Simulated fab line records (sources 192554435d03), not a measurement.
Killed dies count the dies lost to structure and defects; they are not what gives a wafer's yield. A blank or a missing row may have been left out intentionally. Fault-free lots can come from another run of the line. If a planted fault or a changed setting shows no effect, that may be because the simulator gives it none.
Split-lot study + flow n5_finfet + 39 wafers read across 7 lots, on a route 1938 steps long

## THE SPLIT
At N5_SD_EPI_P_EXPOSE_06 (exposes mask SD P BLK, target cd 240 nm), the setting dose_mj was moved away from the recipe's 39.5 on 15 of the 39 wafers read, by -5.8% to +6.2%. All remaining wafers had this setting at the recipe value.

## FROM THE SPLIT TO THE READING: what the file shows between them, 2 steps
- N5_SD_EPI_P_PEB_07: peb time 60 s
- N5_SD_EPI_P_DEVELOP_08: develop time 30 s

## THE READING
cd_nm, in nm, at N5_SD_EPI_P_CD_MEAS_09 (target cd 240 nm). Typical for fault-free wafers on this fab line: 240.2 nm, with standard deviation 0.68 nm.

| wafer  | tool, chamber at the split | dose_mj as run | against the recipe | cd_nm, nm | against lot-mates on the recipe |
|--------|----------------------------|----------------|--------------------|-----------|---------------------------------|
| L075.1 | arfi_scanner-01, 0         | 37.48          | -5.1%              | 236.5     | -3.0                            |
| L075.2 | arfi_scanner-01, 0         | 39.5           | recipe             | 239.1     | -                               |
| L075.3 | arfi_scanner-01, 0         | 39.5           | recipe             | 238.8     | -                               |
| L075.4 | arfi_scanner-01, 0         | 37.48          | -5.1%              | 236.2     | -3.3                            |
| L075.5 | arfi_scanner-01, 0         | 39.5           | recipe             | 240.5     | -                               |
| L075.6 | arfi_scanner-01, 0         | 37.48          | -5.1%              | 236.1     | -3.4                            |
| L080.1 | arfi_scanner-01, 0         | 39.5           | recipe             | 239.5     | -                               |
| L080.2 | arfi_scanner-01, 0         | 38.62          | -2.2%              | 239.0     | -0.8                            |
| L080.3 | arfi_scanner-01, 0         | 39.5           | recipe             | 240.0     | -                               |
| L080.4 | arfi_scanner-01, 0         | 38.62          | -2.2%              | 239.2     | -0.6                            |
| L080.5 | arfi_scanner-01, 0         | 39.5           | recipe             | 239.8     | -                               |
| L080.6 | arfi_scanner-01, 0         | 38.62          | -2.2%              | 238.7     | -1.1                            |
| L083.1 | arfi_scanner-02, 0         | 41.94          | +6.2%              | 245.1     | +4.4                            |
| L083.2 | arfi_scanner-02, 0         | 41.94          | +6.2%              | 243.9     | +3.2                            |
| L083.3 | arfi_scanner-02, 0         | 39.5           | recipe             | 241.1     | -                               |
| L083.4 | arfi_scanner-02, 0         | 41.94          | +6.2%              | 243.8     | +3.1                            |
| L083.5 | arfi_scanner-02, 0         | 39.5           | recipe             | 240.3     | -                               |
| L083.6 | arfi_scanner-02, 0         | 39.5           | recipe             | 240.7     | -                               |
| L084.1 | arfi_scanner-03, 0         | 39.5           | recipe             | 239.8     | -                               |
| L084.2 | arfi_scanner-03, 0         | 38.19          | -3.3%              | 238.7     | -1.1                            |
| L084.3 | arfi_scanner-03, 0         | 39.5           | recipe             | 240.0     | -                               |
| L084.4 | arfi_scanner-03, 0         | 38.19          | -3.3%              | 238.3     | -1.5                            |
| L084.5 | arfi_scanner-03, 0         | 39.5           | recipe             | 239.7     | -                               |
| L084.6 | arfi_scanner-03, 0         | 38.19          | -3.3%              | 238.6     | -1.2                            |
| L086.1 | arfi_scanner-01, 0         | 39.5           | recipe             | 240.5     | -                               |
| L086.3 | arfi_scanner-01, 0         | 39.5           | recipe             | 241.4     | -                               |
| L086.4 | arfi_scanner-01, 0         | 39.5           | recipe             | 241.6     | -                               |
| L087.1 | arfi_scanner-03, 0         | 39.5           | recipe             | 240.1     | -                               |
| L087.2 | arfi_scanner-03, 0         | 39.5           | recipe             | 240.0     | -                               |
| L087.3 | arfi_scanner-03, 0         | 39.5           | recipe             | 238.9     | -                               |
| L087.4 | arfi_scanner-03, 0         | 39.5           | recipe             | 239.8     | -                               |
| L087.5 | arfi_scanner-03, 0         | 39.5           | recipe             | 239.7     | -                               |
| L087.6 | arfi_scanner-03, 0         | 39.5           | recipe             | 240.3     | -                               |
| L090.1 | arfi_scanner-01, 0         | 39.5           | recipe             | 239.7     | -                               |
| L090.2 | arfi_scanner-01, 0         | 39.5           | recipe             | 239.9     | -                               |
| L090.3 | arfi_scanner-01, 0         | 37.2           | -5.8%              | 236.3     | -3.9                            |
| L090.4 | arfi_scanner-01, 0         | 37.2           | -5.8%              | 236.3     | -3.9                            |
| L090.5 | arfi_scanner-01, 0         | 37.2           | -5.8%              | 236.6     | -3.6                            |
| L090.6 | arfi_scanner-01, 0         | 39.5           | recipe             | 240.9     | -                               |

FIT RESULTS
A straight line over all 39 wafers: cd_nm changes by +0.658 nm for each +1% of dose_mj; r = +0.95; the points scatter about the line by 0.64 nm.
The same after taking each lot's own level away (the mean of its wafers on the recipe; 39 wafers): +0.585 nm for each +1%; r = +0.96; scatter 0.49 nm.
The reading moves by 3.6 nm for the largest change in dose_mj, on that fit.
Measured against the standard deviation above, the lots' own levels, which go from 239.47 to 241.17 nm, span 2.5 times it.
So the slope is not independent of the lot-to-lot level: the two fits are not the same.
Check: for one of the wafers moved furthest among these (+6.2%), held out of the fit, the line's prediction against its lot-mates is +3.5 nm. Against them it came out at +4.4 nm.

## THESE WAFERS: OTHER SPLITS
Other splits were also applied to these wafers ahead of the reading. Each is held against what the fit with the lots' levels taken away leaves over:
| other split on the same wafers        | wafers away from the commonest value | r with cd_nm (lot level and that fit taken away) |
|---------------------------------------|--------------------------------------|--------------------------------------------------|
| N5_FIN_CUT_CUT_ETCH_15 target_depth_a | 12                                   | +0.14                                            |
| N5_DUMMY_GATE_ETCH_31 target_depth_a  | 9                                    | +0.30                                            |

## THE WHOLE CHAIN: every reading that the file lists as answering this split, in the file's order
| step                   | what it does                                           | reading                                                         | change (the file's fit)               | r (the file's) |
|------------------------|--------------------------------------------------------|-----------------------------------------------------------------|---------------------------------------|----------------|
| N5_SD_EPI_P_CD_MEAS_09 | target cd 240 nm                                       | cd_nm                                                           | +0.583 nm for each +1% of the setting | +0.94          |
| N5_SD_EPI_P_DESCUM_14  | chemistry O2, time 7.9 s                               | SD_EPI_P.cd_nm (the simulator's own value, which no gauge read) | +0.567 nm for each +1% of the setting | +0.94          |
| N5_SD_EPI_P_ETCH_36    | etches SiARC in CF4, target depth 45.5 nm, time 75.8 s | SD_EPI_P.cd_nm (the simulator's own value, which no gauge read) | +0.559 nm for each +1% of the setting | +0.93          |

## THE FILE'S OWN FIT
cd_nm changes by +0.583 nm for each +1% of dose_mj, r = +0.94.
